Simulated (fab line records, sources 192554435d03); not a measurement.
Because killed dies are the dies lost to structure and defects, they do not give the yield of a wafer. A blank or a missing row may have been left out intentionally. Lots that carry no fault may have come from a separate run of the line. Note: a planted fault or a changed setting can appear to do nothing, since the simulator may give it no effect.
Chamber matching	flow n5 finfet	4 sister chambers for N5_BEOL_M14_ETCH_59 on rie diel-04
The step etches BARC in N2/H2, target depth 89 nm, overetch 26.7 nm, time 67.9 s. 4 wafers are shown with their chamber, then 7 later ones without.

== WAFERS, EACH WITH ITS CHAMBER ==
wafer	chamber	throttle valve pct (%)
L086.1	0	18.31
L086.2	3	18.20
L090.1	1	17.55
L090.2	2	17.54

== WAFERS WITH NO CHAMBER GIVEN ==
wafer	throttle valve pct (%)
L090.4	17.53
L093.1	17.79
L093.2	17.84
L093.6	17.78
L094.2	17.55
L094.5	17.55
L094.6	17.83

== WHICH CHAMBER EACH WENT THROUGH ==
wafer	from the rows above	in truth
L090.4	can't be placed: 2 or 1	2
L093.1	can't be placed: 1 or 2 or 3 or 0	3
L093.2	can't be placed: 1 or 2 or 3 or 0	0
L093.6	can't be placed: 1 or 2 or 3 or 0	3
L094.2	can't be placed: 1 or 2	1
L094.5	can't be placed: 1 or 2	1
L094.6	can't be placed: 1 or 2 or 3 or 0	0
Correct placement for 0 of the 7. Unplaceable from these rows: 7, with the true chamber sitting among the candidates in 7. Placed wrongly: 0.
How it was worked out, from the rows above alone: a wafer's distance from a chamber is the root of the sum, over the readings, of the square of ((its reading less the chamber's mean) divided by the reading's scatter). The wafer belongs to the nearest chamber; if the next one is less than 2 further off, it can't be placed. The mean given for a chamber averages the wafers shown for that chamber. The scatter: with one shown wafer a chamber, the root of the mean of the squares of how far each hidden wafer lies from its nearest shown one.
